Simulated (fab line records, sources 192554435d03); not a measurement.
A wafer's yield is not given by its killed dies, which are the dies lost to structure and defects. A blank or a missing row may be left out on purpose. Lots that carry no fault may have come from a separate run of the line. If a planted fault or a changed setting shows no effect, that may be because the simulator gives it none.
The same fault as seen by 2 desks ; flow n5-finfet ; numbers are kept per desk, each desk with only its own; the story behind them comes last

## AT THE TOOL OWNER'S DESK: cvd-co-01
The tool's own readings at N5_BEOL_M8_CVD_78 (deposits Co from CCTBA/H2, target thk 2 nm, time 142.3 s): means of the sampled wafers that have a number, for each lot that ran on this tool. If a lot's mean is further than 4 standard deviations from the usual mean, the lot is out of limits and carries the mark OUT (the distance appears in the brackets).
Columns: A = chamber-pressure-Torr at N5_BEOL_M8_CVD_78, usual 30.00 Torr; B = run-length-s at N5_BEOL_M8_CVD_78, usual 165.5 s
lot;first seen here;A;B
L976;day 9 21:29;29.94;165.9
L979;day 10 18:05;29.99;165.9
L984;day 11 18:05;29.96;165.8
L987;day 12 18:52;29.95;268.0 (+99 or more) OUT
Finding of this desk: L987 out of limits; the first was L987 at day 12 18:52, on run-length-s at N5_BEOL_M8_CVD_78. In limits: L976, L979, L984.

## AT THE METROLOGY DESK
What the gauges read, lot by lot, whatever tool the lot ran on: means of the sampled wafers that have a number. If a lot's mean is further than 4 standard deviations from the usual mean, the lot is out of limits and carries the mark OUT (the distance appears in the brackets).
Columns: A = M8_THK at N5_BEOL_M8_THK_MEAS_53, usual 78.3 nm
lot;first seen here;A
L974;day 9 14:22;79.1
L975;day 9 15:17;79.1
L976;day 9 22:35;76.6
L979;day 10 19:10;78.9
L980;day 10 19:13;78.5
L981;day 11 02:58;78.9
L984;day 11 19:03;77.2
L987;day 12 20:17;77.4
L994;day 14 13:05;78.3
L996;day 15 02:12;76.8
L997;day 15 06:11;79.6
This desk's verdict: no lot among the 11 shows anything out of limits.

## ALL TOGETHER
At day 12 18:52, on L987, the tool owner's desk was in a position to raise an alarm.
At the metrology desk, nothing out of limits was observed.
The metrology desk holds a record of L987, inside its limits.
All the named lots went through N5_BEOL_M8_CVD_78 on cvd-co-01.

## WHAT THE SIMULATOR PUT IN
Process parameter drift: cvd-co-01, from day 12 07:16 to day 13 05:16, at N5_BEOL_M8_CVD_78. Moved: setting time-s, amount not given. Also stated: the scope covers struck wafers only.
Struck lots among those shown: L987.
Hours from the fault's start to each desk's first reading out of limits: the tool owner's desk, 12.
